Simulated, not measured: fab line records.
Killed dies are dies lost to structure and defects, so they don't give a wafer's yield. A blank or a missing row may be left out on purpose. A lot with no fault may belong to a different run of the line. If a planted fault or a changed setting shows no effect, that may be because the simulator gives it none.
Which of the tools did it? :: flow nandHarc :: 14 lots, 42 wafers sampled, at 4 steps of a route of 1159

== WHAT THE GAUGES READ, wafer by wafer ==
The record holds no reading of a measuring or inspecting step that can be judged against a usual standard deviation.

== EACH LOT AND THE TOOL THAT RAN IT (in order: tool; ch and the chambers of the sampled wafers; start) ==
lot: L137
NHARC_A_STAIRCASE_ETCH_169: rieDiel-03 ch 1,3, day 11 05:06
NHARC_A_STAIRCASE_ETCH_15: rieDiel-09 ch 0,1, day 11 08:32 or earlier
NHARC_A_STAIRCASE_TRIM_22: rieDiel-09 ch 1,3, day 11 08:32
NHARC_A_STAIRCASE_TRIM_26: rieDiel-09 ch 1,2, no start

lot: L136
NHARC_A_STAIRCASE_ETCH_169: rieDiel-04 ch 0,2, day 11 05:19
NHARC_A_STAIRCASE_ETCH_15: rieDiel-04 ch 0,1, day 11 08:28 or earlier
NHARC_A_STAIRCASE_TRIM_22: rieDiel-04 ch 1,2, day 11 08:28
NHARC_A_STAIRCASE_TRIM_26: rieDiel-04 ch 1,2,3, no start

lot: L138
NHARC_A_STAIRCASE_ETCH_169: rieDiel-03 ch 0,3, day 11 11:40
NHARC_A_STAIRCASE_ETCH_15: rieDiel-04 ch 0,2,3, day 11 14:42 or earlier
NHARC_A_STAIRCASE_TRIM_22: rieDiel-04 ch 2,3, day 11 14:42
NHARC_A_STAIRCASE_TRIM_26: rieDiel-04 ch 0,1, no start

lot: L139
NHARC_A_STAIRCASE_ETCH_169: rieDiel-03 ch 1,2, day 11 11:50
NHARC_A_STAIRCASE_ETCH_15: rieDiel-03 ch 0,2, day 11 15:39 or earlier
NHARC_A_STAIRCASE_TRIM_22: rieDiel-04 ch 1,2,3, day 11 15:39
NHARC_A_STAIRCASE_TRIM_26: rieDiel-04 ch 2,3, no start

lot: L141
NHARC_A_STAIRCASE_ETCH_169: rieDiel-04 ch 2,3, day 11 21:35
NHARC_A_STAIRCASE_ETCH_15: rieDiel-03 ch 1,3, day 12 03:08 or earlier
NHARC_A_STAIRCASE_TRIM_22: rieDiel-09 ch 1,2,3, day 12 03:08
NHARC_A_STAIRCASE_TRIM_26: rieDiel-09 ch 0,3, no start

lot: L140
NHARC_A_STAIRCASE_ETCH_169: rieDiel-09 ch 0,3, day 12 01:35
NHARC_A_STAIRCASE_ETCH_15: rieDiel-03 ch 0,1,3, day 12 04:52 or earlier
NHARC_A_STAIRCASE_TRIM_22: rieDiel-04 ch 0,1,2, day 12 04:52
NHARC_A_STAIRCASE_TRIM_26: rieDiel-04 ch 1,2,3, no start

lot: L145
NHARC_A_STAIRCASE_ETCH_169: rieDiel-09 ch 2,3, day 12 17:30
NHARC_A_STAIRCASE_ETCH_15: rieDiel-03 ch 0,1, day 12 23:26 or earlier
NHARC_A_STAIRCASE_TRIM_22: rieDiel-04 ch 0,1,3, day 12 23:26
NHARC_A_STAIRCASE_TRIM_26: rieDiel-04 ch 2,3, no start

lot: L153
NHARC_A_STAIRCASE_ETCH_169: rieDiel-04 ch 0,1,2, day 14 23:04
NHARC_A_STAIRCASE_ETCH_15: rieDiel-04 ch 0,1,2, day 15 02:30 or earlier
NHARC_A_STAIRCASE_TRIM_22: rieDiel-03 ch 1,3, day 15 02:30
NHARC_A_STAIRCASE_TRIM_26: rieDiel-03 ch 1,3, no start

lot: L154
NHARC_A_STAIRCASE_ETCH_169: rieDiel-09 ch 0,1,3, day 15 07:40
NHARC_A_STAIRCASE_ETCH_15: rieDiel-09 ch 1,2,3, day 15 11:01 or earlier
NHARC_A_STAIRCASE_TRIM_22: rieDiel-09 ch 0,1,3, day 15 11:01
NHARC_A_STAIRCASE_TRIM_26: rieDiel-09 ch 0,1,2, no start

lot: L158
NHARC_A_STAIRCASE_ETCH_169: rieDiel-04 ch 0,1, day 15 18:36
NHARC_A_STAIRCASE_ETCH_15: rieDiel-03 ch 1,2,3, day 15 22:13 or earlier
NHARC_A_STAIRCASE_TRIM_22: rieDiel-03 ch 1,3, day 15 22:13
NHARC_A_STAIRCASE_TRIM_26: rieDiel-03 ch 2,3, no start

lot: L157
NHARC_A_STAIRCASE_ETCH_169: rieDiel-03 ch 2,3, day 15 18:43
NHARC_A_STAIRCASE_ETCH_15: rieDiel-09 ch 2,3, day 15 22:23 or earlier
NHARC_A_STAIRCASE_TRIM_22: rieDiel-04 ch 2,3, day 15 22:23
NHARC_A_STAIRCASE_TRIM_26: rieDiel-04 ch 0,1,3, no start

lot: L156
NHARC_A_STAIRCASE_ETCH_169: rieDiel-03 ch 1,2,3, day 15 22:19
NHARC_A_STAIRCASE_ETCH_15: rieDiel-09 ch 0,2,3, day 16 03:20 or earlier
NHARC_A_STAIRCASE_TRIM_22: rieDiel-09 ch 1,2, day 16 03:20
NHARC_A_STAIRCASE_TRIM_26: rieDiel-09 ch 0,2,3, no start

lot: L155
NHARC_A_STAIRCASE_ETCH_169: rieDiel-04 ch 0,2,3, day 15 22:28
NHARC_A_STAIRCASE_ETCH_15: rieDiel-04 ch 0,1,2, day 16 01:41 or earlier
NHARC_A_STAIRCASE_TRIM_22: rieDiel-04 ch 0,3, day 16 01:41
NHARC_A_STAIRCASE_TRIM_26: rieDiel-04 ch 2,3, no start

lot: L159
NHARC_A_STAIRCASE_ETCH_169: rieDiel-04 ch 0,1,2, day 16 11:28
NHARC_A_STAIRCASE_ETCH_15: rieDiel-04 ch 0,1,3, day 16 15:11 or earlier
NHARC_A_STAIRCASE_TRIM_22: rieDiel-04 ch 0,2, day 16 15:11
NHARC_A_STAIRCASE_TRIM_26: rieDiel-04 ch 0,1,2, no start
- NHARC_A_STAIRCASE_ETCH_169: etches the open film in CH3F/O2, target depth 50 nm, time 107.1 s.
- NHARC_A_STAIRCASE_ETCH_15: etches the open film in C4F8/O2, target depth 100 nm, time 40.5 s.
- NHARC_A_STAIRCASE_TRIM_22: chemistry O2, time 211.2 s.
- NHARC_A_STAIRCASE_TRIM_26: chemistry O2, time 211.2 s.

== WHAT THE TOOLS THEMSELVES READ (means of the sampled wafers that have a number; where no wafer has one, the mark that the record gives instead) ==
NHARC_A_STAIRCASE_ETCH_169. Usual: biasW 99.99 W, standard deviation 0.3; drypumpMotorCurrentA 5.6 A, standard deviation 0.48; oesProductAu 0.954 a.u., standard deviation 0.019; rfVppV 244.5 V, standard deviation 1.7; showerheadPlenumPTorr 2.47 Torr, standard deviation 0.12; throttleValvePct 20.662 %, standard deviation 0.0084.
lot: L137
tool: rieDiel-03
biasW (W): 100.19
drypumpMotorCurrentA (A): 4.9
oesProductAu (a.u.): 0.967
rfVppV (V): 244.5
showerheadPlenumPTorr (Torr): 2.49
throttleValvePct (%): 20.658
flag: 

lot: L136
tool: rieDiel-04
biasW (W): 99.94
drypumpMotorCurrentA (A): 5.7
oesProductAu (a.u.): 0.984
rfVppV (V): 244.8
showerheadPlenumPTorr (Torr): 2.48
throttleValvePct (%): 20.666
flag: 

lot: L138
tool: rieDiel-03
biasW (W): 99.88
drypumpMotorCurrentA (A): 5.5
oesProductAu (a.u.): 0.971
rfVppV (V): 244.2
showerheadPlenumPTorr (Torr): 2.38
throttleValvePct (%): 20.660
flag: 

lot: L139
tool: rieDiel-03
biasW (W): 99.67
drypumpMotorCurrentA (A): 5.0
oesProductAu (a.u.): 0.953
rfVppV (V): 245.8
showerheadPlenumPTorr (Torr): 2.61
throttleValvePct (%): 20.670
flag: 

lot: L141
tool: rieDiel-04
biasW (W): 99.58
drypumpMotorCurrentA (A): 6.0
oesProductAu (a.u.): 0.926
rfVppV (V): 242.4
showerheadPlenumPTorr (Torr): 2.36
throttleValvePct (%): 20.669
flag: 

lot: L140
tool: rieDiel-09
biasW (W): 100.01
drypumpMotorCurrentA (A): 6.1
oesProductAu (a.u.): 0.939
rfVppV (V): 245.6
showerheadPlenumPTorr (Torr): 2.54
throttleValvePct (%): 20.658
flag: 

lot: L145
tool: rieDiel-09
biasW (W): 100.24
drypumpMotorCurrentA (A): 5.6
oesProductAu (a.u.): 0.949
rfVppV (V): 245.8
showerheadPlenumPTorr (Torr): 2.57
throttleValvePct (%): 20.658
flag: 

lot: L153
tool: rieDiel-04
biasW (W): 99.81
drypumpMotorCurrentA (A): 5.5
oesProductAu (a.u.): 0.953
rfVppV (V): 243.8
showerheadPlenumPTorr (Torr): 2.41
throttleValvePct (%): 20.670
flag: 

lot: L154
tool: rieDiel-09
biasW (W): 99.76
drypumpMotorCurrentA (A): 5.7
oesProductAu (a.u.): 0.955
rfVppV (V): 244.5
showerheadPlenumPTorr (Torr): 2.46
throttleValvePct (%): 20.658
flag: 

lot: L158
tool: rieDiel-04
biasW (W): 100.09
drypumpMotorCurrentA (A): 5.3
oesProductAu (a.u.): 0.964
rfVppV (V): 242.8
showerheadPlenumPTorr (Torr): 2.35
throttleValvePct (%): 20.658
flag: 

lot: L157
tool: rieDiel-03
biasW (W): 100.18
drypumpMotorCurrentA (A): 5.2
oesProductAu (a.u.): 0.919
rfVppV (V): 245.6
showerheadPlenumPTorr (Torr): 2.51
throttleValvePct (%): 20.656
flag: 

lot: L156
tool: rieDiel-03
biasW (W): 100.12
drypumpMotorCurrentA (A): 5.1
oesProductAu (a.u.): 0.923
rfVppV (V): 245.0
showerheadPlenumPTorr (Torr): 2.49
throttleValvePct (%): 20.666
flag: 

lot: L155
tool: rieDiel-04
biasW (W): 99.93
drypumpMotorCurrentA (A): 5.9
oesProductAu (a.u.): 0.947
rfVppV (V): 244.1
showerheadPlenumPTorr (Torr): 2.51
throttleValvePct (%): 20.664
flag: 

lot: L159
tool: rieDiel-04
biasW (W): 100.18
drypumpMotorCurrentA (A): 5.5
oesProductAu (a.u.): 0.964
rfVppV (V): 244.1
showerheadPlenumPTorr (Torr): 2.41
throttleValvePct (%): 20.666
flag: 

NHARC_A_STAIRCASE_ETCH_15. Usual: biasW 1000 W, standard deviation 3.2; oesProductAu 0.940 a.u., standard deviation 0.011; rfVppV 897 V, standard deviation 6.1.
lot: L137
tool: rieDiel-09
biasW (W): 1002
oesProductAu (a.u.): 0.929
rfVppV (V): 895
flag: 

lot: L136
tool: rieDiel-04
biasW (W): 999
oesProductAu (a.u.): 0.950
rfVppV (V): 892
flag: 

lot: L138
tool: rieDiel-04
biasW (W): 1003
oesProductAu (a.u.): 0.943
rfVppV (V): 893
flag: 

lot: L139
tool: rieDiel-03
biasW (W): 997
oesProductAu (a.u.): 0.937
rfVppV (V): 903
flag: 

lot: L141
tool: rieDiel-03
biasW (W): 999
oesProductAu (a.u.): 0.937
rfVppV (V): 897
flag: 

lot: L140
tool: rieDiel-03
biasW (W): 1002
oesProductAu (a.u.): 0.938
rfVppV (V): 897
flag: 

lot: L145
tool: rieDiel-03
biasW (W): 998
oesProductAu (a.u.): 0.934
rfVppV (V): 900
flag: 

lot: L153
tool: rieDiel-04
biasW (W): 1000
oesProductAu (a.u.): 0.944
rfVppV (V): 894
flag: 

lot: L154
tool: rieDiel-09
biasW (W): 1000
oesProductAu (a.u.): 0.949
rfVppV (V): 896
flag: 

lot: L158
tool: rieDiel-03
biasW (W): 999
oesProductAu (a.u.): 0.935
rfVppV (V): 897
flag: 

lot: L157
tool: rieDiel-09
biasW (W): 1002
oesProductAu (a.u.): 0.944
rfVppV (V): 901
flag: 

lot: L156
tool: rieDiel-09
biasW (W): 999
oesProductAu (a.u.): 0.944
rfVppV (V): 900
flag: 

lot: L155
tool: rieDiel-04
biasW (W): 1000
oesProductAu (a.u.): 0.956
rfVppV (V): 893
flag: 

lot: L159
tool: rieDiel-04
biasW (W): 1002
oesProductAu (a.u.): 0.945
rfVppV (V): 896
flag: 

NHARC_A_STAIRCASE_TRIM_22. Usual: drypumpMotorCurrentA 5.6 A, standard deviation 0.44; oesProductAu 1.005 a.u., standard deviation 0.0088; rfVppV 57.8 V, standard deviation 0.93; showerheadPlenumPTorr 3.52 Torr, standard deviation 0.16; throttleValvePct 17.035 %, standard deviation 0.0088.
lot: L137
tool: rieDiel-09
drypumpMotorCurrentA (A): 5.2
oesProductAu (a.u.): 1.017
rfVppV (V): 57.3
showerheadPlenumPTorr (Torr): 3.46
throttleValvePct (%): 17.032
flag: 

lot: L136
tool: rieDiel-04
drypumpMotorCurrentA (A): 5.4
oesProductAu (a.u.): 1.013
rfVppV (V): 58.0
showerheadPlenumPTorr (Torr): 3.45
throttleValvePct (%): 17.039
flag: 

lot: L138
tool: rieDiel-04
drypumpMotorCurrentA (A): 6.1
oesProductAu (a.u.): 1.003
rfVppV (V): 57.3
showerheadPlenumPTorr (Torr): 3.39
throttleValvePct (%): 17.035
flag: 

lot: L139
tool: rieDiel-04
drypumpMotorCurrentA (A): 5.7
oesProductAu (a.u.): 1.006
rfVppV (V): 57.8
showerheadPlenumPTorr (Torr): 3.42
throttleValvePct (%): 17.043
flag: 

lot: L141
tool: rieDiel-09
drypumpMotorCurrentA (A): 5.4
oesProductAu (a.u.): 1.006
rfVppV (V): 57.5
showerheadPlenumPTorr (Torr): 3.56
throttleValvePct (%): 17.034
flag: 

lot: L140
tool: rieDiel-04
drypumpMotorCurrentA (A): 5.5
oesProductAu (a.u.): 0.857
rfVppV (V): 58.0
showerheadPlenumPTorr (Torr): 3.48
throttleValvePct (%): 17.028
flag: OFF

lot: L145
tool: rieDiel-04
drypumpMotorCurrentA (A): 5.7
oesProductAu (a.u.): 0.930
rfVppV (V): 58.1
showerheadPlenumPTorr (Torr): 3.36
throttleValvePct (%): 17.033
flag: OFF

lot: L153
tool: rieDiel-03
drypumpMotorCurrentA (A): 4.9
oesProductAu (a.u.): 1.012
rfVppV (V): 58.0
showerheadPlenumPTorr (Torr): 3.55
throttleValvePct (%): 17.032
flag: 

lot: L154
tool: rieDiel-09
drypumpMotorCurrentA (A): 5.7
oesProductAu (a.u.): 1.001
rfVppV (V): 58.0
showerheadPlenumPTorr (Torr): 3.53
throttleValvePct (%): 17.026
flag: 

lot: L158
tool: rieDiel-03
drypumpMotorCurrentA (A): 4.9
oesProductAu (a.u.): 1.004
rfVppV (V): 58.7
showerheadPlenumPTorr (Torr): 3.55
throttleValvePct (%): 17.030
flag: 

lot: L157
tool: rieDiel-04
drypumpMotorCurrentA (A): 6.0
oesProductAu (a.u.): 1.009
rfVppV (V): 58.2
showerheadPlenumPTorr (Torr): 3.73
throttleValvePct (%): 17.039
flag: 

lot: L156
tool: rieDiel-09
drypumpMotorCurrentA (A): 5.2
oesProductAu (a.u.): 1.007
rfVppV (V): 58.0
showerheadPlenumPTorr (Torr): 3.41
throttleValvePct (%): 17.039
flag: 

lot: L155
tool: rieDiel-04
drypumpMotorCurrentA (A): 5.9
oesProductAu (a.u.): 1.006
rfVppV (V): 57.3
showerheadPlenumPTorr (Torr): 3.55
throttleValvePct (%): 17.034
flag: 

lot: L159
tool: rieDiel-04
drypumpMotorCurrentA (A): 5.7
oesProductAu (a.u.): 1.012
rfVppV (V): 57.7
showerheadPlenumPTorr (Torr): 3.54
throttleValvePct (%): 17.038
flag: 

NHARC_A_STAIRCASE_TRIM_26. Usual: drypumpMotorCurrentA 5.6 A, standard deviation 0.45; oesProductAu 1.005 a.u., standard deviation 0.0084; rfVppV 57.7 V, standard deviation 0.88; showerheadPlenumPTorr 3.52 Torr, standard deviation 0.17; throttleValvePct 17.035 %, standard deviation 0.0083.
lot: L137
tool: rieDiel-09
drypumpMotorCurrentA (A): 5.2
oesProductAu (a.u.): 1.010
rfVppV (V): 58.2
showerheadPlenumPTorr (Torr): 3.43
throttleValvePct (%): 17.039
flag: 

lot: L136
tool: rieDiel-04
drypumpMotorCurrentA (A): 5.7
oesProductAu (a.u.): 1.002
rfVppV (V): 57.6
showerheadPlenumPTorr (Torr): 3.42
throttleValvePct (%): 17.037
flag: 

lot: L138
tool: rieDiel-04
drypumpMotorCurrentA (A): 5.4
oesProductAu (a.u.): 1.013
rfVppV (V): 57.9
showerheadPlenumPTorr (Torr): 3.40
throttleValvePct (%): 17.039
flag: 

lot: L139
tool: rieDiel-04
drypumpMotorCurrentA (A): 5.9
oesProductAu (a.u.): 1.005
rfVppV (V): 58.5
showerheadPlenumPTorr (Torr): 3.50
throttleValvePct (%): 17.026
flag: 

lot: L141
tool: rieDiel-09
drypumpMotorCurrentA (A): 5.9
oesProductAu (a.u.): 1.003
rfVppV (V): 58.0
showerheadPlenumPTorr (Torr): 3.68
throttleValvePct (%): 17.039
flag: 

lot: L140
tool: rieDiel-04
drypumpMotorCurrentA (A): 5.7
oesProductAu (a.u.): 1.004
rfVppV (V): 57.7
showerheadPlenumPTorr (Torr): 3.42
throttleValvePct (%): 17.036
flag: 

lot: L145
tool: rieDiel-04
drypumpMotorCurrentA (A): 5.9
oesProductAu (a.u.): 1.004
rfVppV (V): 57.4
showerheadPlenumPTorr (Torr): 3.49
throttleValvePct (%): 17.036
flag: 

lot: L153
tool: rieDiel-03
drypumpMotorCurrentA (A): 5.1
oesProductAu (a.u.): 1.010
rfVppV (V): 56.9
showerheadPlenumPTorr (Torr): 3.43
throttleValvePct (%): 17.030
flag: 

lot: L154
tool: rieDiel-09
drypumpMotorCurrentA (A): 5.7
oesProductAu (a.u.): 1.000
rfVppV (V): 57.9
showerheadPlenumPTorr (Torr): 3.51
throttleValvePct (%): 17.024
flag: 

lot: L158
tool: rieDiel-03
drypumpMotorCurrentA (A): 5.2
oesProductAu (a.u.): 0.994
rfVppV (V): 57.5
showerheadPlenumPTorr (Torr): 3.60
throttleValvePct (%): 17.031
flag: 

lot: L157
tool: rieDiel-04
drypumpMotorCurrentA (A): 5.7
oesProductAu (a.u.): 1.011
rfVppV (V): 58.6
showerheadPlenumPTorr (Torr): 3.52
throttleValvePct (%): 17.037
flag: 

lot: L156
tool: rieDiel-09
drypumpMotorCurrentA (A): 5.9
oesProductAu (a.u.): 0.996
rfVppV (V): 56.8
showerheadPlenumPTorr (Torr): 3.63
throttleValvePct (%): 17.038
flag: 

lot: L155
tool: rieDiel-04
drypumpMotorCurrentA (A): 5.9
oesProductAu (a.u.): 1.014
rfVppV (V): 58.3
showerheadPlenumPTorr (Torr): 3.66
throttleValvePct (%): 17.040
flag: 

lot: L159
tool: rieDiel-04
drypumpMotorCurrentA (A): 5.5
oesProductAu (a.u.): 1.004
rfVppV (V): 58.1
showerheadPlenumPTorr (Torr): 3.46
throttleValvePct (%): 17.037
flag: 

== THE ANSWER, worked out from the rows above alone ==
Rule: a lot counts as off when the mean over its wafers that have a number is more than 3 standard deviations away from the usual mean. A lot without any number at a reading at which 4 lots or more have one is off too. The other lots that the step has rows for count as sound. First the gauges in route order, then the tools' own readings, where a lot's mean is used as printed above. The first step at which some lot is off is used, and at that step the reading that is off furthest; a lot without a number counts as furthest.
Off: L140, L145 (NHARC_A_STAIRCASE_TRIM_22, oesProductAu).
If a tool, at that step or one of the process steps before it, ran each lot that is off and ran no sound lot following the first of them, it fits. Because NHARC_A_STAIRCASE_ETCH_15 lacks a start for some lots, the hours and order of its lots are taken from NHARC_A_STAIRCASE_TRIM_22. Of those tried, none fits.

== WHAT WAS PUT IN BY THE SIMULATOR ==
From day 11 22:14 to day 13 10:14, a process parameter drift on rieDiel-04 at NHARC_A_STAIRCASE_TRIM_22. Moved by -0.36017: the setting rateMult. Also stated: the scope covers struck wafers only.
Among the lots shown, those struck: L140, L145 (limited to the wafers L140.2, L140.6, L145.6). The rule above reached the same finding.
